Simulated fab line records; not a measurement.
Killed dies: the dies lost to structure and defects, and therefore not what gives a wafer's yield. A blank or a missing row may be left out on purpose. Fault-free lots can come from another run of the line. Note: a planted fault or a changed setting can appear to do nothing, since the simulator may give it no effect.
A lot that was struck, set against a sound lot / flow n5-finfet / 40 steps out of a route of 1938
Sound: these wafers, L494.4, L494.5, L494.6. Struck: wafer L507.1 (L507.4, L507.6, from the same lot, were not struck and are left out); the cause is given at the end.
At each step with rows: each side's tool, then ch and its chambers, then its first start. Under that, the readings that differ: sound wafers / struck wafers / difference of the means / sigmas: that difference in standard deviations of wafers without a fault.
alike: same words and numbers on both sides, and readings whose means sit less than 2 such deviations apart. not compared: any withheld reading, any reading some wafer has no value for, any bound like >300 that may hide the same value, and any number with overlapping values for which the record gives no deviation.
A row with sigmas, a row that says differs or no value, or rows on one side alone: a step with any of these is where the two part. When numbers do not overlap yet have no deviation, they are printed without sigmas and do not part them. A reading missing from all wafers of one side parts the sides only when that side holds two or more wafers.

first, 9 steps without rows for these wafers: N5_BEOL_M4_ANNEAL_95 (time 240 s); N5_BEOL_M4_SPUTTER_96 (material Cu, target thk 4.5 nm, time 8.29 s); N5_BEOL_M4_ECD_50 (material Cu, target thk 300 nm); N5_BEOL_M4_ANNEAL_51 (time 90 s); N5_BEOL_M4_CMP_52 (polishes, stops on SiOC, t overpolish 6.8 s, target thk 40 nm); N5_BEOL_M4_PRE_CLEAN_60 (time 15 s); N5_BEOL_M4_CO_CAP_55 (material Co, precursor CCTBA/H2, target thk 2 nm, time 102.1 s); N5_BEOL_M4_PRE_CLEAN_56 (time 15 s); N5_BEOL_M4_DEP_57 (deposits SiCN from 3MS/NH3, target thk 8 nm, time 14 s).
N5_BEOL_M4_RC_MEAS_101:
  sound on prober-02 ch 0, day 8 01:53; struck on prober-01 ch 0, day 11 11:40
reading=SS_N (mV/dec); sound=70.5 71.3 70.0; struck=72.2; difference=+1.6; sigmas=+3
  alike: DIBL_N, DIBL_P, IOFF_N, IOFF_P, ION_N, ION_P, SS_P, VT_N, VT_P
then, 24 steps without rows for these wafers: N5_BEOL_M5_ILD_DEP_00 (deposits SiCOH lowk from DEMS/porogen, target thk 140.64 nm, time 25.9 s); N5_BEOL_M5_CURE_79 (cures SiCOH lowk, time 240 s); N5_BEOL_M5_PECVD_70 (deposits SiO2 from TEOS/O2, target thk 16 nm, time 18 s); N5_BEOL_M5_HM_DEP_02 (deposits TiN, target thk 20 nm); N5_BEOL_M5_COAT_59 (time 60 s, resist thk 60 nm); N5_BEOL_M5_COAT_60 (time 60 s, resist thk 12 nm); N5_BEOL_M5_COAT_71 (time 60 s, resist thk 5 nm); N5_BEOL_M5_COAT_05 (resist thk 30 nm); N5_BEOL_M5_EBR_07; N5_BEOL_M5_SOFTBAKE_06 (time 60 s); N5_BEOL_M5_EXPOSE_08 (exposes mask M5, target cd 28 nm); N5_BEOL_M5_PEB_09 (peb time 60 s); N5_BEOL_M5_DEVELOP_10 (develop time 30 s); N5_BEOL_M5_DESCUM_16 (chemistry O2, time 7 s); N5_BEOL_M5_ETCH_72 (etches underlayer in N2/H2, target depth 6.5 nm, time 5.2 s); N5_BEOL_M5_ETCH_61 (etches SiARC in CF4, target depth 15.6 nm, time 26 s); N5_BEOL_M5_ETCH_62 (etches SOC in N2/H2, target depth 75 nm, overetch 15 nm, time 112.5 s); N5_BEOL_M5_STRIP_63 (strips in N2/H2); N5_BEOL_M5_STRIP_73 (strips in N2/H2); N5_BEOL_M5_STRIP_64 (strips in CF4); N5_BEOL_M5_HM_OPEN_17 (chemistry Cl2/BCl3, target TiN, target depth 20 nm, overetch 6 nm); N5_BEOL_M5_STRIP_19 (strips in O2); N5_BEOL_M5_COAT_65 (time 60 s, resist thk 60 nm); N5_BEOL_M5_COAT_66 (time 60 s, resist thk 12 nm).
N5_BEOL_M8_TRENCH_ETCH_37: etches SiCOH lowk in C4F6/O2, target depth 93.478 nm, time 31.2 s.
  sound on rie-diel-06 ch 2,3, day 9 07:26; struck on rie-diel-06 ch 0, day 12 23:37
reading=drypump-motor-current-A (A); sound=6.6 6.6 5.8; struck=4.9; difference=-1.4; sigmas=-3
reading=run-length-s (s); sound=54.8 54.8 55.3; struck=74.8; difference=+19.8; sigmas=+42
reading=model.etch.depth-nm (nm); sound=91.61 91.48 92.61; struck=156.1; difference=+64.2; sigmas=
reading=model.BEOL_M8.feature-depth-nm (nm); sound=91.6 91.4 92.6; struck=156; difference=+64; sigmas=
reading=model.TiN_of_BEOL_M8_HM_DEP_02.thk-nm (nm); sound=17 17 17; struck=15.6; difference=-1.4; sigmas=
  alike: C4F6_flow_sccm, oes-product-au, rf-vpp-V, showerhead-plenum-p-Torr, throttle-valve-pct
  not compared: rf-hours-counter-h
N5_BEOL_M8_OCD_MEAS_38:
  sound on ocd-02 at day 9 07:36; struck on ocd-01 at day 12 23:46
reading=trench-depth-nm (nm); sound=91.7 91.3 92.4; struck=156.2; difference=+64.4; sigmas=+46
N5_BEOL_M8_CMP_52: polishes, stops on SiCOH lowk, t overpolish 6.9 s, target thk 80 nm.
  sound on cmp-03 ch 0,1, day 9 10:05; struck on cmp-02 ch 0, day 13 01:52
reading=model.Cu_of_BEOL_M8_ECD_50.thk-nm (nm); sound=78 76.6 78; struck=140.8; difference=+63.3; sigmas=
  alike: motor-current-A, slurry-flow-ml-min
N5_BEOL_M8_THK_MEAS_53: measures by xrf.
  sound on film-metro-01 at day 9 10:21; struck on film-metro-01 at day 13 02:07
reading=M8_THK (nm); sound=78.2 77.1 78.0; struck=141.8; difference=+64.0; sigmas=+36
N5_BEOL_M8_RS_MEAS_57: measures by four-point-probe.
  sound on film-metro-02 at day 9 10:29; struck on film-metro-01 at day 13 02:17
reading=M8_RS (ohm/sq); sound=0.294 0.300 0.294; struck=0.150; difference=-0.146; sigmas=-19
-- record jumps: 3 days separate the struck wafers' starts on either side; left off in module BEOL_M8, taken up again in module PASSIVATION, whose first shown step is the route's number 1936 --
N5_PASSIVATION_PROBE_49:
  the record has rows for the struck wafers here (prober-01, day 15 22:50) and none for the sound ones

## WHERE THEY PART
Last at N5_PASSIVATION_PROBE_49 as far as this record goes, first at N5_BEOL_M4_RC_MEAS_101.

WHY: whatever the simulator had introduced
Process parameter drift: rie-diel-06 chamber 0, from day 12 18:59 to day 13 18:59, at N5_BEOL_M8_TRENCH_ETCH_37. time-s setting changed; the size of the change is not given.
